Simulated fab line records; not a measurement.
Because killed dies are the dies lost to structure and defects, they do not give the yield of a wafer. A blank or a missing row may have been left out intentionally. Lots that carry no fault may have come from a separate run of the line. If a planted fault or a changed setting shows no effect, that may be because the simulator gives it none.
fab line records ; flow nand_harc
record: lots: 14; wafers: 42; last_day: 24
route steps=1159 shown A_CONTACT@951 A_BLC@978 A_M0@1002
lots with no fault: from the same line, run without faults
start_h: start of the lot's first displayed wafer, in hours after the record's first day ; wait_h: hours elapsed since this lot's preceding step ; " as in the row above ; L1.1+2: a row that stands for several wafers ; - no value, or no start was given ; * or withheld: withheld ; < > ~ a bound
route shown NAME@n: names a module that has steps shown in the file, with the first one's number in the route ; usual: the fault-free wafers' mean and standard deviation ; same: alike in all rows ; chamber/n: place in a boat ; sites: readings site by site ; _std_site: their standard deviation ; _edge_site: the outer-site mean with the inner-site mean subtracted ; radius_mm: for every site, how far away it sits from the centre of the wafer ; mask NAME#n: copy n ; behind: the last tool/chamber to shape the wafer ; hold: reason for holding the lot/hours on hold/outcome of the hold ; device: whichever transistor did not switch (one of n, p or np) ; end of line: the route-end tests of the same wafers ; a step without rows: its recipe alone ; killed: count of dies lost to structure and defects at first sort (not the wafer's yield) ; map: shows each die of a wafer: x if killed, . if not, _ if none is there
set.NAME: the setting the step ran with; set.NAME@STEP: the setting that earlier step ran with ; model.NAME: the simulator's own value behind a step, which no gauge read
steps of the route over a sample of lots; a table a step, a row a wafer
services: a tool's chamber out of use, with start hour (start_h, from the record's first day; less than 0 if before it), hours out, and reason
== steps ==
step: NHARC_A_CONTACT_CD_MEAS_15
usual: cd_nm: 90.1/0.59
lot.wafer;tool;chamber;start_h;wait_h;cd_nm
L106.1;cd_sem-01;-;396.21;-;89.7
L106.5;cd_sem-01;-;396.21;-;89.7
L106.6;cd_sem-01;-;396.21;-;90.4
L109.1;cd_sem-02;-;397.32;-;90.2
L109.5;cd_sem-02;-;397.32;-;89.8
L109.6;cd_sem-02;-;397.32;-;90.6
L108.2;cd_sem-02;-;400.17;-;90.3
L108.3;cd_sem-02;-;400.17;-;90.4
L108.5;cd_sem-02;-;400.17;-;91.0
L111.1;cd_sem-03;-;427.81;-;90.1
L111.2;cd_sem-03;-;427.81;-;89.5
L111.5;cd_sem-03;-;427.81;-;89.6
L113.1;cd_sem-03;-;442.58;-;90.1
L113.4;cd_sem-03;-;442.58;-;90.3
L113.6;cd_sem-03;-;442.58;-;89.8
L117.1;cd_sem-01;-;455.68;-;90.9
L117.3;cd_sem-01;-;455.68;-;90.6
L117.6;cd_sem-01;-;455.68;-;91.0
L120.1;cd_sem-01;-;472.67;-;90.1
L120.2;cd_sem-01;-;472.67;-;89.2
L120.5;cd_sem-01;-;472.67;-;90.1
L119.1;cd_sem-02;-;475.84;-;89.6
L119.2;cd_sem-02;-;475.84;-;89.7
L119.4;cd_sem-02;-;475.84;-;90.2
L123.1;cd_sem-01;-;495.65;-;90.6
L123.2;cd_sem-01;-;495.65;-;90.1
L123.4;cd_sem-01;-;495.65;-;90.7
L125.1;cd_sem-01;-;496.95;-;90.4
L125.3;cd_sem-01;-;496.95;-;91.2
L125.4;cd_sem-01;-;496.95;-;91.2
L122.1;cd_sem-03;-;505.74;-;89.3
L122.5;cd_sem-03;-;505.74;-;89.3
L122.6;cd_sem-03;-;505.74;-;89.7
L126.1;cd_sem-02;-;519.13;-;88.7
L126.2;cd_sem-02;-;519.13;-;88.9
L126.3;cd_sem-02;-;519.13;-;88.9
L127.2;cd_sem-02;-;522.22;-;90.4
L127.4;cd_sem-02;-;522.22;-;90.8
L127.6;cd_sem-02;-;522.22;-;90.0
L128.1;cd_sem-02;-;530.99;-;89.5
L128.3;cd_sem-02;-;530.99;-;89.2
L128.5;cd_sem-02;-;530.99;-;89.9
step: NHARC_A_BLC_ETCH_16
recipe: target_depth_a: 390; over_etch_frac: 0.3; time_s: 65; ion_energy_ev: 80; cf4_flow_sccm: 150; ar_flow_sccm: 0; rf_w: 300; bias_w: 100; chemistry: CF4
usual: drypump_motor_current_A: 5.9/0.51; oes_product_au: 0.997/0.0087; rf_vpp_V: 151.8/1; showerhead_plenum_p_Torr: 1.82/0.048; throttle_valve_pct: 13.282/0.0081
lot.wafer;tool;chamber;start_h;wait_h;drypump_motor_current_A;oes_product_au;rf_hours_counter_h;rf_vpp_V;showerhead_plenum_p_Torr;throttle_valve_pct
L106.1;rie_diel-08;2;405.41;0.1;5.3;0.997;12;151.4;1.82;13.282
L106.5;rie_diel-08;1;405.41;0.1;6.3;0.999;-;152.2;1.82;13.294
L106.6;rie_diel-08;2;405.41;0.1;5.3;0.985;-;151.2;1.82;13.291
L109.1;rie_diel-05;2;406.17;0.1;5.0;1.006;5;151.5;1.78;13.286
L109.6;rie_diel-05;0;406.17;0.1;6.2;1.002;-;152.0;1.83;13.292
L109.5;rie_diel-05;1;406.17;0.1;6.6;0.992;-;153.0;1.87;13.272
L108.2;rie_diel-08;0;407.37;0.1;5.3;0.985;13;152.8;1.81;13.279
L108.3;rie_diel-08;1;407.37;0.1;6.3;1.002;11;151.4;1.82;13.283
L108.5;rie_diel-08;3;407.37;0.1;6.0;0.983;-;152.8;1.86;13.282
L111.2;rie_diel-08;1;434.33;0.1;6.3;1.006;14;149.9;1.82;13.283
L111.1;rie_diel-08;3;434.33;0.1;6.0;0.983;14;152.4;1.86;13.276
L111.5;rie_diel-08;1;434.33;0.1;6.3;1.007;-;153.3;1.82;13.269
L113.1;rie_diel-08;3;451.99;0.1;6.0;1.001;16;152.5;1.86;13.287
L113.6;rie_diel-08;3;451.99;0.1;6.0;0.993;-;152.1;1.86;13.286
L113.4;rie_diel-08;1;451.99;0.1;6.3;1.006;-;151.5;1.82;13.294
L117.3;rie_diel-08;1;459.53;0.1;6.2;1.000;18;151.9;1.82;13.280
L117.1;rie_diel-08;3;459.53;0.1;6.0;0.998;17;152.2;1.86;13.281
L117.6;rie_diel-08;2;459.53;0.1;5.3;0.984;-;151.8;1.82;13.277
L120.2;rie_diel-05;3;475.98;0.1;5.7;1.000;11;151.3;1.81;13.282
L120.1;rie_diel-05;0;475.98;0.1;6.2;0.989;11;152.0;1.83;13.278
L120.5;rie_diel-05;0;475.98;0.1;6.2;0.989;-;153.2;1.83;13.288
L119.1;rie_diel-05;2;487.16;0.1;5.0;0.998;12;150.9;1.78;13.279
L119.2;rie_diel-05;0;487.16;0.1;6.2;0.987;12;153.1;1.83;13.261
L119.4;rie_diel-05;1;487.16;0.1;6.6;0.997;11;153.1;1.87;13.273
L123.2;rie_diel-08;1;499.35;0.1;6.3;1.000;2;151.5;1.81;13.278
L123.1;rie_diel-08;2;499.35;0.1;5.3;1.015;2;152.5;1.82;13.272
L123.4;rie_diel-08;1;499.35;0.1;6.3;1.000;-;151.9;1.81;13.289
L125.4;rie_diel-09;0;500.33;0.1;5.6;0.983;25;151.6;1.76;13.282
L125.1;rie_diel-09;1;500.33;0.1;6.2;0.993;24;149.2;1.68;13.277
L125.3;rie_diel-09;2;500.33;0.1;6.5;0.991;22;150.7;1.66;13.286
L122.1;rie_diel-05;3;509.07;0.1;5.7;1.006;15;150.6;1.81;13.273
L122.6;rie_diel-05;2;509.07;0.1;5.0;1.019;-;150.4;1.77;13.286
L122.5;rie_diel-05;3;509.07;0.1;5.6;0.998;-;151.4;1.81;13.287
L126.3;rie_diel-09;1;524.46;0.1;6.2;1.000;32;149.0;1.68;13.282
L126.1;rie_diel-09;2;524.46;0.1;6.5;0.994;30;151.5;1.66;13.283
L126.2;rie_diel-09;0;524.46;0.1;5.7;0.981;33;151.5;1.76;13.272
L127.2;rie_diel-08;1;525.94;0.1;6.3;1.004;6;151.5;1.81;13.284
L127.4;rie_diel-08;3;525.94;0.1;6.0;0.997;-;151.1;1.85;13.276
L127.6;rie_diel-08;0;525.94;0.1;5.3;0.998;-;152.7;1.81;13.275
L128.1;rie_diel-05;2;535.75;0.1;5.0;0.991;0;151.8;1.77;13.285
L128.3;rie_diel-05;3;535.75;0.1;5.6;1.005;0;151.2;1.81;13.295
L128.5;rie_diel-05;1;535.75;0.1;6.6;0.991;-;154.0;1.87;13.282
step: NHARC_A_BLC_ETCH_17
recipe: target_depth_a: 3900; over_etch_frac: 0.25; time_s: 609.38; ion_energy_ev: 200; n2_flow_sccm: 150; h2_flow_sccm: 150; ar_flow_sccm: 0; rf_w: 400; bias_w: 150; chemistry: N2/H2
usual: drypump_motor_current_A: 5.9/0.49; oes_product_au: 0.997/0.0096; rf_vpp_V: 432.2/1.8; showerhead_plenum_p_Torr: 2.10/0.061; throttle_valve_pct: 14.171/0.0087
lot.wafer;tool;chamber;start_h;wait_h;drypump_motor_current_A;oes_product_au;rf_hours_counter_h;rf_vpp_V;showerhead_plenum_p_Torr;throttle_valve_pct
L106.1;rie_diel-08;1;-;-;6.3;1.018;11;431.9;2.10;14.171
L106.5;rie_diel-08;3;-;-;6.0;0.997;-;432.4;2.16;14.157
L106.6;rie_diel-08;0;-;-;5.3;0.979;-;430.9;2.09;14.178
L109.1;rie_diel-05;3;-;-;5.7;0.996;5;432.5;2.10;14.176
L109.5;rie_diel-05;0;-;-;6.2;0.994;-;432.9;2.11;14.171
L109.6;rie_diel-05;1;-;-;6.6;0.984;-;435.3;2.17;14.176
L108.2;rie_diel-08;2;-;-;5.3;0.996;12;432.7;2.11;14.169
L108.3;rie_diel-08;3;-;-;6.0;0.995;10;434.1;2.16;14.176
L108.5;rie_diel-08;2;-;-;5.3;0.998;-;432.6;2.11;14.171
L111.2;rie_diel-08;1;-;-;6.3;1.013;14;432.8;2.10;14.175
L111.1;rie_diel-08;2;-;-;5.4;1.001;15;432.0;2.10;14.154
L111.5;rie_diel-08;3;-;-;6.0;0.993;-;434.0;2.15;14.162
L113.1;rie_diel-08;2;-;-;5.3;0.997;18;431.7;2.10;14.183
L113.4;rie_diel-08;1;-;-;6.3;1.005;-;430.7;2.10;14.154
L113.6;rie_diel-08;2;-;-;5.3;0.997;-;432.0;2.10;14.163
L117.1;rie_diel-08;2;-;-;5.3;0.989;19;430.9;2.10;14.167
L117.3;rie_diel-08;3;-;-;6.0;0.987;17;434.0;2.15;14.168
L117.6;rie_diel-08;3;-;-;6.0;0.994;-;433.9;2.15;14.177
L120.2;rie_diel-05;3;-;-;5.6;1.007;11;432.9;2.09;14.187
L120.1;rie_diel-05;0;-;-;6.2;0.985;11;433.3;2.11;14.170
L120.5;rie_diel-05;3;-;-;5.7;1.003;-;432.3;2.09;14.167
L119.4;rie_diel-05;0;-;-;6.2;0.989;12;433.2;2.11;14.159
L119.2;rie_diel-05;1;-;-;6.6;0.989;11;432.6;2.17;14.185
L119.1;rie_diel-05;2;-;-;5.0;1.001;12;430.4;2.05;14.180
L123.1;rie_diel-08;3;-;-;6.0;1.002;2;433.0;2.15;14.167
L123.2;rie_diel-08;2;-;-;5.3;1.008;2;432.7;2.10;14.159
L123.4;rie_diel-08;3;-;-;6.0;1.006;-;434.2;2.15;14.172
L125.4;rie_diel-09;1;-;-;6.2;0.991;24;428.7;1.93;14.179
L125.3;rie_diel-09;2;-;-;6.5;0.975;22;427.7;1.90;14.166
L125.1;rie_diel-09;0;-;-;5.7;0.987;25;430.7;2.03;14.167
L122.1;rie_diel-05;2;-;-;5.0;1.010;14;431.7;2.05;14.189
L122.5;rie_diel-05;3;-;-;5.7;1.001;-;432.3;2.09;14.173
L122.6;rie_diel-05;0;-;-;6.2;0.993;-;432.0;2.11;14.168
L126.2;rie_diel-09;0;-;-;5.6;0.983;33;430.5;2.03;14.167
L126.3;rie_diel-09;1;-;-;6.2;0.988;32;426.5;1.93;14.166
L126.1;rie_diel-09;2;-;-;6.5;0.989;30;425.8;1.90;14.166
L127.2;rie_diel-08;0;-;-;5.3;1.003;2;432.4;2.09;14.187
L127.6;rie_diel-08;0;-;-;5.3;1.002;-;433.5;2.09;14.185
L127.4;rie_diel-08;1;-;-;6.3;1.005;-;431.7;2.10;14.180
L128.3;rie_diel-05;0;-;-;6.2;0.990;0;431.3;2.11;14.157
L128.1;rie_diel-05;1;-;-;6.6;0.991;0;432.5;2.17;14.184
L128.5;rie_diel-05;0;-;-;6.2;0.989;-;433.7;2.11;14.177
step: NHARC_A_M0_PEB_07
recipe: peb_temp_c: 100; peb_time_s: 65
usual: chill_plate_temp_C: 23.01/0.1; exhaust_pa: 45.0/0.91
lot.wafer;tool;chamber;start_h;wait_h;chill_plate_temp_C;exhaust_pa
L106.1;litho_track-01;0;411.96;0.1;22.95;46.0
L106.5;litho_track-01;0;411.96;0.1;23.13;45.4
L106.6;litho_track-01;0;411.96;0.1;23.08;46.4
L109.1;litho_track-01;0;412.41;0.1;23.14;45.3
L109.5;litho_track-01;0;412.41;0.1;23.09;45.2
L109.6;litho_track-01;0;412.41;0.1;23.01;45.2
L108.2;litho_track-06;0;416.63;0.1;23.18;43.8
L108.3;litho_track-06;0;416.63;0.1;23.03;45.0
L108.5;litho_track-06;0;416.63;0.1;23.09;44.6
L111.1;litho_track-04;0;438.29;0.1;22.90;44.2
L111.2;litho_track-04;0;438.29;0.1;23.05;44.1
L111.5;litho_track-04;0;438.29;0.1;22.76;45.0
L113.1;litho_track-01;-;459.03;0.1;-;-
L113.4;litho_track-01;-;459.03;0.1;-;-
L113.6;litho_track-01;-;459.03;0.1;-;-
L117.1;litho_track-01;-;463.27;0.1;-;-
L117.3;litho_track-01;-;463.27;0.1;-;-
L117.6;litho_track-01;-;463.27;0.1;-;-
L120.1;litho_track-06;0;488.21;0.1;23.02;45.2
L120.2;litho_track-06;0;488.21;0.1;23.21;44.8
L120.5;litho_track-06;0;488.21;0.1;23.02;45.0
L119.1;litho_track-06;0;492.76;0.1;23.29;43.9
L119.2;litho_track-06;0;492.76;0.1;23.16;46.1
L119.4;litho_track-06;0;492.76;0.1;23.02;46.3
L123.1;litho_track-06;0;507.69;0.1;22.94;43.9
L123.2;litho_track-06;0;507.69;0.1;22.98;42.3
L123.4;litho_track-06;0;507.69;0.1;22.98;43.6
L125.1;litho_track-04;0;508.81;0.1;23.12;44.8
L125.3;litho_track-04;0;508.81;0.1;23.14;45.0
L125.4;litho_track-04;0;508.81;0.1;23.03;46.6
L122.1;litho_track-06;0;513.62;0.1;22.91;44.7
L122.5;litho_track-06;0;513.62;0.1;22.86;46.5
L122.6;litho_track-06;0;513.62;0.1;22.91;44.4
L126.1;litho_track-06;0;529.04;0.1;22.86;44.9
L126.2;litho_track-06;0;529.04;0.1;22.86;43.6
L126.3;litho_track-06;0;529.04;0.1;22.86;44.9
L127.2;litho_track-04;0;530.18;0.1;22.92;45.9
L127.4;litho_track-04;0;530.18;0.1;22.91;46.2
L127.6;litho_track-04;0;530.18;0.1;22.99;46.5
L128.1;litho_track-01;0;542.55;0.1;23.07;45.1
L128.3;litho_track-01;0;542.55;0.1;23.16;44.3
L128.5;litho_track-01;0;542.55;0.1;23.01;45.2
== services ==
tool;chamber;start_h;hours;kind
rie_diel-08;0;384.36;-;clean
rie_diel-08;1;384.36;-;clean
rie_diel-08;2;384.36;-;clean
rie_diel-08;3;384.36;-;clean
rie_diel-09;0;401.81;17.0;repair
rie_diel-09;-;403.74;4.5;repair
rie_diel-08;0;408.86;-;clean
rie_diel-08;1;408.86;-;clean
rie_diel-08;2;408.86;-;clean
rie_diel-08;0;416.34;102.6;repair
rie_diel-09;0;427.26;4.9;repair
rie_diel-05;2;429.54;1.5;repair
rie_diel-09;-;431.21;9.0;pm
rie_diel-08;-;435.59;0.2;repair
litho_track-01;-;443.00;7.0;pm
rie_diel-09;-;450.31;0.4;repair
litho_track-06;-;467.00;7.0;pm
rie_diel-08;-;478.80;9.0;pm
litho_track-04;-;491.00;7.0;pm
rie_diel-09;0;491.93;3.1;repair
rie_diel-09;3;508.69;14.2;repair
rie_diel-08;2;512.19;16.3;repair
rie_diel-05;-;517.60;9.0;pm
rie_diel-08;1;539.70;6.2;repair
== key ==
first_sign: step: NHARC_A_M0_PEB_07; reading: tool_record; direction: missing
effect none on later readings
met_at NHARC_A_M0_PEB_07
struck_lots L113,L117
later_rows_left_out L113.1,L113.4,L113.6,L117.1,L117.3,L117.6
sort_left_out L113.1,L113.4,L113.6,L117.1,L117.3,L117.6
not_acting_at NHARC_A_CONTACT_CD_MEAS_15,NHARC_A_BLC_ETCH_16,NHARC_A_BLC_ETCH_17
onset_between 412.41 459.03
fault: kind: skipped_step_whole; tool: litho_track-01; chamber: -; onset_h: 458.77; steps: NHARC_A_M0_PEB_07; scope: struck_lots_only
sort_left_out: the simulated sort isn't trusted on such a fault, so these wafers' sort isn't shown, and their yield isn't known
later_rows_left_out: the simulator's readings of these wafers behind a module that went badly wrong aren't trusted and aren't shown, but for the sort
